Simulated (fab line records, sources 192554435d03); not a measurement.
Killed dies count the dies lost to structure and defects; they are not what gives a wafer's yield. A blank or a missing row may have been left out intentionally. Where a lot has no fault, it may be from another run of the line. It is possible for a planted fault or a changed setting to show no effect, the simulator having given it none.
A lot that was struck, set against a sound lot + flow n5_finfet + 15 steps out of a route of 1938
Sound: the wafers L285.1, L285.5, L285.6. Struck: wafers L291.1, L291.2, L291.5. The cause comes at the end.
At each step with rows: each side's tool, then ch and its chambers, then its first start. Under that, the readings that differ: sound wafers + struck wafers + difference of the means + sigmas: that difference in standard deviations of wafers without a fault.
alike: a reading whose means differ by less than 2 such deviations, as well as words and numbers matching on both sides. not compared: withheld readings; readings where some wafer has no value; bounds like >300 that might hide an equal value; numbers whose values overlap and for which the record gives no deviation.
Wherever a step has rows on one side only, a row that says differs or no value, or a row with sigmas, the two part there. When numbers do not overlap yet have no deviation, they are printed without sigmas and do not part them. A reading that every wafer of one side lacks parts them only if that side has two wafers or more.

N5_GATE_CUT_ETCH_19: etches SiNx in CH3F/O2, target depth 53.7 nm, time 76.7 s.
  sound on rie_diel-01 ch 0,1, day 5 02:00; struck on rie_diel-02 ch 0,3, day 6 15:31
| reading               | sound          | struck         | difference | sigmas |
|-----------------------|----------------|----------------|------------|--------|
| etch_rf_on_time_s (s) | 79.3 79.4 77.7 | 76.5 75.5 74.8 | -3.2       | -2     |
  alike: chamber_pressure_mTorr, drypump_motor_current_A, oes_product_au, rf_fwd_power_W, rf_vpp_V, showerhead_plenum_p_Torr, throttle_valve_pct
  not compared: rf_hours_counter_h
then, 1 step without rows for these wafers: N5_GATE_CUT_CUT_ETCH_53 (etches W in SF6/Cl2, target depth 79.2 nm).
N5_GATE_CUT_CUT_ETCH_54: etches TiN in Cl2/BCl3, target depth 96.7 nm.
  sound on rie_metal-03 ch 0,1, day 5 02:10; struck on rie_metal-01 ch 0,1, day 6 15:40
| reading               | sound          | struck         | difference | sigmas |
|-----------------------|----------------|----------------|------------|--------|
| etch_rf_on_time_s (s) | 38.0 38.3 37.8 | 35.7 35.8 35.7 | -2.3       | -3     |
  alike: bcl3_flow_sccm, chamber_pressure_mTorr, drypump_motor_current_A, oes_product_au, rf_fwd_power_W, throttle_valve_pct
  not compared: rf_hours_counter_h
N5_GATE_CUT_CUT_ETCH_55: etches HfO2 in BCl3, target depth 3.2 nm.
  sound on rie_metal-03 ch 0,1, day 5 02:13; struck on rie_metal-01 ch 0,1, day 6 15:44
| reading                | sound          | struck         | difference | sigmas |
|------------------------|----------------|----------------|------------|--------|
| throttle_valve_pct (%) | 33.5 33.4 33.5 | 34.5 33.8 34.5 | +0.8       | +2     |
  alike: bcl3_flow_sccm, chamber_pressure_mTorr, drypump_motor_current_A, oes_product_au, rf_fwd_power_W
  not compared: rf_hours_counter_h
N5_GATE_CUT_ETCH_47: etches SiO2 in Cl2/BCl3, target depth 10 nm.
  sound on rie_metal-03 ch 0,1, day 5 02:15; struck on rie_metal-01 ch 0,1, day 6 15:46
| reading               | sound          | struck         | difference | sigmas |
|-----------------------|----------------|----------------|------------|--------|
| oes_product_au (a.u.) | 0.63 0.75 0.62 | 0.99 0.88 1.01 | +0.29      | +2     |
  alike: bcl3_flow_sccm, chamber_pressure_mTorr, drypump_motor_current_A, rf_fwd_power_W, throttle_valve_pct
  not compared: rf_hours_counter_h
then, 2 steps without rows for these wafers: N5_GATE_CUT_VAPOR_ETCH_48 (etches TiN in BCl3/Cl2); N5_GATE_CUT_VAPOR_ETCH_49 (etches TiAlC in BCl3/Cl2).
N5_GATE_CUT_VAPOR_ETCH_51: etches HfO2 in BCl3/Cl2.
  sound on rie_metal-03 ch 0,1, day 5 02:20; struck on rie_metal-01 ch 0,1, day 6 15:51
| reading               | sound          | struck         | difference | sigmas |
|-----------------------|----------------|----------------|------------|--------|
| oes_product_au (a.u.) | 0.62 0.77 0.63 | 1.00 0.88 0.99 | +0.28      | +2     |
  alike: drypump_motor_current_A
then, 4 steps without rows for these wafers: N5_GATE_CUT_STRIP_21 (strips in N2/H2, time 30 s); N5_GATE_CUT_STRIP_29 (strips in post etch residue remover, time 60 s); N5_GATE_CUT_SRD_52 (time 30 s); N5_GATE_CUT_ALD_22 (deposits SiNx, target thk 16 nm, pulse time 1 s, ald cycles 320).
N5_GATE_CUT_CMP_23: polishes, stops on SiO2, t overpolish 23.4 s, target thk 16 nm.
  sound on cmp-04 ch 0,3, day 5 04:38; struck on cmp-01 ch 2,3, day 6 17:51
| reading          | sound             | struck            | difference | sigmas |
|------------------|-------------------|-------------------|------------|--------|
| platen_rpm (rpm) | 51.80 51.85 51.77 | 53.88 53.89 53.86 | +2.07      | +49    |
  alike: motor_current_A, overpolish_run_s, time_to_endpoint_s
N5_GATE_CUT_THK_MEAS_24:
  struck on film_metro-02, day 6 18:08; sound on film_metro-01, day 5 04:56
  alike: GC_FILL_THK
-- a jump in the record: the struck wafers' starts before and after are 4 days apart (it breaks off in module GATE_CUT and resumes in module BEOL_M4, where the first step shown is number 1111 of the route) --
N5_BEOL_M4_RC_MEAS_101:
  sound on prober-01 ch 0, day 8 23:22; struck on prober-02 ch 0, day 10 16:55
  alike: DIBL_N, DIBL_P, IOFF_N, IOFF_P, ION_N, ION_P, SS_N, SS_P, VT_N, VT_P

== WHERE THEY PART ==
Last at N5_GATE_CUT_CMP_23 as far as this record goes, first at N5_GATE_CUT_ETCH_19. Later steps at which nothing parts them and some readings are alike: N5_GATE_CUT_THK_MEAS_24, N5_BEOL_M4_RC_MEAS_101.

WHY: what had been put in by the simulator
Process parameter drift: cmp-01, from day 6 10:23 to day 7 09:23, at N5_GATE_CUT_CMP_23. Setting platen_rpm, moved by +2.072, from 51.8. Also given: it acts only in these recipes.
